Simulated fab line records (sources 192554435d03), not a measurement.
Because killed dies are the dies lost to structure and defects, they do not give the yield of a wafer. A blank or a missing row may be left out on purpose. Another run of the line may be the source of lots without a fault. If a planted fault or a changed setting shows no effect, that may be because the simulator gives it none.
Chamber matching || flow n5_finfet || ald_sin-01 running N5_GATE_CUT_SAC_CAP_01: 4 sister chambers
The step material SiNx, target thk 24 nm, pulse time 1 s, ald cycles 480. 8 wafers are shown with their chamber, then 10 later ones without.

## WAFERS, EACH WITH ITS CHAMBER
{"wafer": "L078.2", "chamber": 3, "heater_power_w (W)": 793, "precursor_pulse_height_rel": 0.980}
{"wafer": "L083.6", "chamber": 3, "heater_power_w (W)": 789, "precursor_pulse_height_rel": 1.000}
{"wafer": "L084.6", "chamber": 0, "heater_power_w (W)": 935, "precursor_pulse_height_rel": 1.014}
{"wafer": "L085.1", "chamber": 0, "heater_power_w (W)": 926, "precursor_pulse_height_rel": 1.036}
{"wafer": "L085.2", "chamber": 2, "heater_power_w (W)": 829, "precursor_pulse_height_rel": 0.967}
{"wafer": "L085.6", "chamber": 1, "heater_power_w (W)": 887, "precursor_pulse_height_rel": 0.994}
{"wafer": "L088.1", "chamber": 1, "heater_power_w (W)": 903, "precursor_pulse_height_rel": 0.975}
{"wafer": "L088.2", "chamber": 2, "heater_power_w (W)": 840, "precursor_pulse_height_rel": 1.025}

## WAFERS WITHOUT THEIR CHAMBER
{"wafer": "L088.5", "heater_power_w (W)": 942, "precursor_pulse_height_rel": 1.029}
{"wafer": "L093.1", "heater_power_w (W)": 905, "precursor_pulse_height_rel": 1.025}
{"wafer": "L093.4", "heater_power_w (W)": 949, "precursor_pulse_height_rel": 0.999}
{"wafer": "L093.5", "heater_power_w (W)": 943, "precursor_pulse_height_rel": 1.003}
{"wafer": "L094.1", "heater_power_w (W)": 918, "precursor_pulse_height_rel": 0.997}
{"wafer": "L094.5", "heater_power_w (W)": 836, "precursor_pulse_height_rel": 0.991}
{"wafer": "L094.6", "heater_power_w (W)": 937, "precursor_pulse_height_rel": 0.988}
{"wafer": "L097.1", "heater_power_w (W)": 843, "precursor_pulse_height_rel": 0.985}
{"wafer": "L097.2", "heater_power_w (W)": 898, "precursor_pulse_height_rel": 0.977}
{"wafer": "L097.3", "heater_power_w (W)": 914, "precursor_pulse_height_rel": 0.998}

## WHICH CHAMBER EACH WENT THROUGH
{"wafer": "L088.5", "from the rows above": 0, "in truth": 0}
{"wafer": "L093.1", "from the rows above": "can't be placed: 1 or 0", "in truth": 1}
{"wafer": "L093.4", "from the rows above": 0, "in truth": 0}
{"wafer": "L093.5", "from the rows above": 0, "in truth": 0}
{"wafer": "L094.1", "from the rows above": "can't be placed: 0 or 1", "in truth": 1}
{"wafer": "L094.5", "from the rows above": 2, "in truth": 2}
{"wafer": "L094.6", "from the rows above": 0, "in truth": 0}
{"wafer": "L097.1", "from the rows above": 2, "in truth": 2}
{"wafer": "L097.2", "from the rows above": 1, "in truth": 1}
{"wafer": "L097.3", "from the rows above": "can't be placed: 0 or 1", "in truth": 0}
Placed correctly: 7 of 10. These rows do not allow placing 3 (true chamber among the candidates in 3). Wrongly placed: 0.
How it was worked out, from the rows above alone: a wafer's distance from a chamber is the root of the sum, over the readings, of the square of ((its reading less the chamber's mean) divided by the reading's scatter). The wafer belongs to the nearest chamber; if the next one is less than 2 further off, it can't be placed. Each chamber's mean is taken over the wafers shown for it. The scatter: take each reading less its chamber's mean, square it, sum over the shown wafers, divide by the number of wafers less the number of chambers, and take the root.
